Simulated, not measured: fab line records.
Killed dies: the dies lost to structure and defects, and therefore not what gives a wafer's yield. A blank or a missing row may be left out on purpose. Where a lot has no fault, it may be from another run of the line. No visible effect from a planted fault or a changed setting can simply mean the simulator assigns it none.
Which tool was responsible?	flow n5_finfet	9 lots with 25 wafers sampled at 6 steps, on a route of 1938 steps

## WHAT THE GAUGES READ, wafer by wafer
N5_BEOL_M0_SAQP_CD_MEAS_29: the cd target is 14.4 nm. Usual: cd_nm at 14.98 nm, with a standard deviation of 0.22.
lot	measured	on	cd_nm (nm)	flag
L788	day 5 19:41	cd_sem-01	15.03 14.97 15.24	
L793	day 7 01:22	cd_sem-03	14.69 14.39 15.27	
L795	day 7 11:40	cd_sem-01	15.11 14.94 14.78	
L796	day 7 21:49	cd_sem-01	15.13 14.98 28.54	OFF
L801	day 9 00:09	cd_sem-03	15.14 28.28	OFF
L804	day 9 16:55	cd_sem-01	14.74 14.76 28.68	OFF
L805	day 9 23:47	cd_sem-03	14.96 15.11 14.83	
L806	day 10 05:38	cd_sem-01	15.08 15.06	
L807	day 10 13:49	cd_sem-01	14.84 15.10 15.63	

N5_BEOL_M4_RC_MEAS_101. Usual: DIBL_N 36.1 mV/V, standard deviation 1.5; DIBL_P 36.1 mV/V, standard deviation 1.9; IOFF_N 0.159 nA/um, standard deviation 0.029; IOFF_P 0.21 nA/um, standard deviation 0.038; ION_N 675 uA/um, standard deviation 11; ION_P 464 uA/um, standard deviation 8.1; SS_N 71.5 mV/dec, standard deviation 0.57; SS_P 73.3 mV/dec, standard deviation 0.64; VT_N 249 mV, standard deviation 3.1; VT_P -250 mV, standard deviation 3.8.
lot	measured	on	DIBL_N (mV/V)	DIBL_P (mV/V)	IOFF_N (nA/um)	IOFF_P (nA/um)	ION_N (uA/um)	ION_P (uA/um)	SS_N (mV/dec)	SS_P (mV/dec)	VT_N (mV)	VT_P (mV)	flag
L788	day 7 14:54	prober-01	37.0 35.4 37.2	37.6 34.6 38.3	0.149 0.118 0.144	0.21 0.17 0.22	664 654 664	462 457 461	71.6 71.8 71.6	73.3 72.9 73.2	249 255 252	-251 -254 -251	
L793	day 9 02:39	prober-01	34.6 37.2 35.8	34.2 38.0 36.5	0.129 0.189 0.154	0.18 0.25 0.22	665 684 676	463 471 469	71.2 72.2 71.4	72.7 74.2 73.1	252 248 248	-254 -248 -250	
L795	day 9 09:17	prober-01	41.1 36.9 38.0	40.4 36.6 37.7	0.279 0.175 0.186	0.29 0.21 0.23	694 679 684	470 460 465	72.1 71.8 72.0	74.6 73.2 74.4	245 249 247	-248 -252 -251	
L796	day 10 03:05	prober-02	37.8 37.4	38.2 37.0	0.171 0.156	0.24 0.21	679 670	470 456	72.0 71.8	74.1 73.5	250 254	-249 -249	
L801	day 11 08:40	prober-01	36.7	38.0	0.168	0.23	687	464	71.7	73.1	249	-249	
L804	day 12 02:38	prober-01	32.5 34.4	32.2 33.8	0.111 0.129	0.17 0.19	667 667	464 463	70.8 70.5	72.5 72.4	253 254	-254 -251	
L805	day 12 05:31	prober-01	35.6 36.9 36.6	37.1 37.5 37.7	0.150 0.166 0.169	0.19 0.19 0.20	663 676 675	457 460 457	71.3 72.4 72.3	73.5 73.6 73.7	253 248 251	-254 -254 -254	
L806	day 12 10:04	prober-01	35.3 37.3	36.4 39.1	0.159 0.206	0.21 0.26	688 689	463 468	72.2 72.0	73.5 74.1	248 244	-249 -247	
L807	day 12 12:51	prober-01	36.9 36.9 36.4	39.4 39.2 38.2	0.195 0.187 0.174	0.25 0.23 0.22	675 673 671	465 463 462	71.8 72.0 72.4	74.3 74.5 74.7	247 249 250	-247 -252 -248	

## WHAT TOOL EACH LOT RAN ON (gives the tool, then ch and the chambers of the sampled wafers, and finally the start)
lot	N5_BEOL_M0_SAQP_DESCUM_19	N5_BEOL_M0_SAQP_ETCH_102	N5_BEOL_M0_SAQP_MANDREL_ETCH_103	N5_BEOL_M0_SAQP_SPACER2_ALD_26
L788	rie_diel-04 ch 0,1, day 5 14:55	rie_si-06 ch 0,3, day 5 17:10	rie_si-06 ch 0,3, day 5 17:11	ald_sin-04 ch 0,3, day 5 18:56
L793	rie_diel-05 ch 2,3, day 6 21:47	rie_si-06 ch 0,1,2, day 6 23:43	rie_si-06 ch 0,1,2, day 6 23:44	ald_sin-04 ch 1,2, day 7 00:37
L795	rie_diel-05 ch 0,3, day 7 08:02	rie_si-06 ch 0,2, day 7 10:03	rie_si-06 ch 0,2, day 7 10:05	ald_sin-04 ch 2,3, day 7 10:55
L796	rie_diel-04 ch 1,3, day 7 18:02	rie_si-01 ch 1,2, day 7 19:58	rie_si-01 ch 1,2, day 7 20:01	ald_sin-04 ch 1,2,3, day 7 21:02
L801	rie_diel-05 ch 1, day 8 19:19	rie_si-05 ch 1,3, day 8 21:59	rie_si-05 ch 1,3, day 8 22:01	ald_sin-04 ch 0,1, day 8 23:15
L804	rie_diel-05 ch 0,1,3, day 9 13:26	rie_si-01 ch 0,1, day 9 15:18	rie_si-01 ch 0,1, day 9 15:20	ald_sin-04 ch 0,3, day 9 16:10
L805	rie_diel-03 ch 1,2,3, day 9 20:10	rie_si-01 ch 0,1,2, day 9 21:52	rie_si-01 ch 0,1,2, day 9 21:54	ald_sin-02 ch 0,3, day 9 22:53
L806	rie_diel-04 ch 2,3, day 10 01:20	rie_si-05 ch 2, day 10 03:51	rie_si-05 ch 2, day 10 03:53	ald_sin-03 ch 0,2, day 10 04:48
L807	rie_diel-05 ch 0,2,3, day 10 10:23	rie_si-06 ch 0,1,3, day 10 12:05	rie_si-06 ch 0,1,3, day 10 12:07	ald_sin-02 ch 0,1,2, day 10 13:04
- N5_BEOL_M0_SAQP_DESCUM_19: chemistry O2, time 7.9 s.
- N5_BEOL_M0_SAQP_ETCH_102: etches SiO2 in CF4, target depth 4 nm, time 4.4 s.
- N5_BEOL_M0_SAQP_MANDREL_ETCH_103: etches a-Si in HBr/Cl2, stops on SiCN, target depth 45 nm, bt time 10 s, time 27 s.
- N5_BEOL_M0_SAQP_SPACER2_ALD_26: deposits SiO2, target thk 15 nm, pulse time 1 s, purge time 2 s.

## WHAT THE TOOLS THEMSELVES READ (means of the sampled wafers that have a number; where no wafer has one, the mark that the record gives instead)
N5_BEOL_M0_SAQP_DESCUM_19. Usual: drypump_motor_current_A 5.6 A, standard deviation 0.55; oes_product_au 0.76 a.u., standard deviation 0.089; rf_vpp_V 242.9 V, standard deviation 1.5; showerhead_plenum_p_Torr 2.08 Torr, standard deviation 0.077; throttle_valve_pct 20.39 %, standard deviation 0.27.
lot	tool	drypump_motor_current_A (A)	oes_product_au (a.u.)	rf_vpp_V (V)	showerhead_plenum_p_Torr (Torr)	throttle_valve_pct (%)	flag
L788	rie_diel-04	5.1	0.73	242.1	2.00	20.32	
L793	rie_diel-05	5.4	0.67	243.5	2.12	20.04	
L795	rie_diel-05	5.2	0.76	243.1	2.07	19.96	
L796	rie_diel-04	5.4	0.74	241.4	2.01	20.45	
L801	rie_diel-05	5.8	0.69	241.1	1.98	20.42	
L804	rie_diel-05	5.4	0.85	242.4	2.05	19.96	
L805	rie_diel-03	5.6	0.85	243.1	2.15	20.49	
L806	rie_diel-04	6.2	0.72	243.2	2.04	20.61	
L807	rie_diel-05	5.4	0.82	243.2	2.10	19.86	

N5_BEOL_M0_SAQP_ETCH_102. Usual: drypump_motor_current_A 5.8 A, standard deviation 0.43; oes_product_au 0.996 a.u., standard deviation 0.018; throttle_valve_pct 21.74 %, standard deviation 0.25.
lot	tool	drypump_motor_current_A (A)	oes_product_au (a.u.)	throttle_valve_pct (%)	flag
L788	rie_si-06	5.8	1.002	21.57	
L793	rie_si-06	5.9	0.990	21.65	
L795	rie_si-06	5.8	0.987	21.58	
L796	rie_si-01	5.4	0.997	21.76	
L801	rie_si-05	5.8	1.000	21.62	
L804	rie_si-01	5.7	1.001	21.89	
L805	rie_si-01	5.8	0.996	21.80	
L806	rie_si-05	6.4	0.980	22.32	
L807	rie_si-06	5.8	1.000	21.66	

N5_BEOL_M0_SAQP_MANDREL_ETCH_103. Usual: drypump_motor_current_A 5.8 A, standard deviation 0.43; oes_product_au 0.684 a.u., standard deviation 0.011; throttle_valve_pct 35.4 %, standard deviation 0.36.
lot	tool	drypump_motor_current_A (A)	oes_product_au (a.u.)	throttle_valve_pct (%)	flag
L788	rie_si-06	5.8	0.682	35.0	
L793	rie_si-06	5.9	0.680	35.3	
L795	rie_si-06	5.8	0.684	35.2	
L796	rie_si-01	5.4	0.682	35.1	
L801	rie_si-05	5.8	0.691	35.0	
L804	rie_si-01	5.7	0.693	35.6	
L805	rie_si-01	5.8	0.689	35.3	
L806	rie_si-05	6.4	0.681	36.1	
L807	rie_si-06	5.8	0.700	35.3	

N5_BEOL_M0_SAQP_SPACER2_ALD_26. Usual: chamber_pressure_Torr 2.000 Torr, standard deviation 0.0038; heater_power_w 460 W, standard deviation 38; precursor_pulse_height_rel 0.997, standard deviation 0.02.
lot	tool	chamber_pressure_Torr (Torr)	heater_power_w (W)	precursor_pulse_height_rel	flag
L788	ald_sin-04	1.996	505	0.996	
L793	ald_sin-04	2.000	463	0.995	
L795	ald_sin-04	2.001	438	0.983	
L796	ald_sin-04	2.001	464	1.010	
L801	ald_sin-04	1.997	506	0.986	
L804	ald_sin-04	2.002	460	0.993	
L805	ald_sin-02	1.997	437	0.984	
L806	ald_sin-03	1.997	483	0.979	
L807	ald_sin-02	1.999	466	1.001	

## THE ANSWER, worked out from the rows above alone
Rule: take the mean of a lot's wafers that have a number; if it is more than 3 standard deviations from the usual mean, the lot is off. A lot without any number at a reading at which 4 lots or more have one is off too. All remaining lots with rows at the step are treated as sound. After the gauges, taken in route order, come the tools' own readings; for these a lot's mean is taken, as printed above. The first step at which some lot is off is used, and at that step the reading that is off furthest; a lot without a number counts as furthest.
Off, at N5_BEOL_M0_SAQP_CD_MEAS_29 on cd_nm: L796, L801, L804.
A tool fits if, at a process step before that reading, it ran every lot that is off, and no sound lot after the first of them. The gauges at N5_BEOL_M0_SAQP_CD_MEAS_29 are tried like those tools. One fits: ald_sin-04 at N5_BEOL_M0_SAQP_SPACER2_ALD_26. A fault onset in the window from L795 (day 7 10:55, its last sound lot) to L796 (day 7 21:02, its first lot off) fits.

## WHAT WAS PUT IN BY THE SIMULATOR
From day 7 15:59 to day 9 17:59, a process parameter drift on ald_sin-04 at N5_BEOL_M0_SAQP_SPACER2_ALD_26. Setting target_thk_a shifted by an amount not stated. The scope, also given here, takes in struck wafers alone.
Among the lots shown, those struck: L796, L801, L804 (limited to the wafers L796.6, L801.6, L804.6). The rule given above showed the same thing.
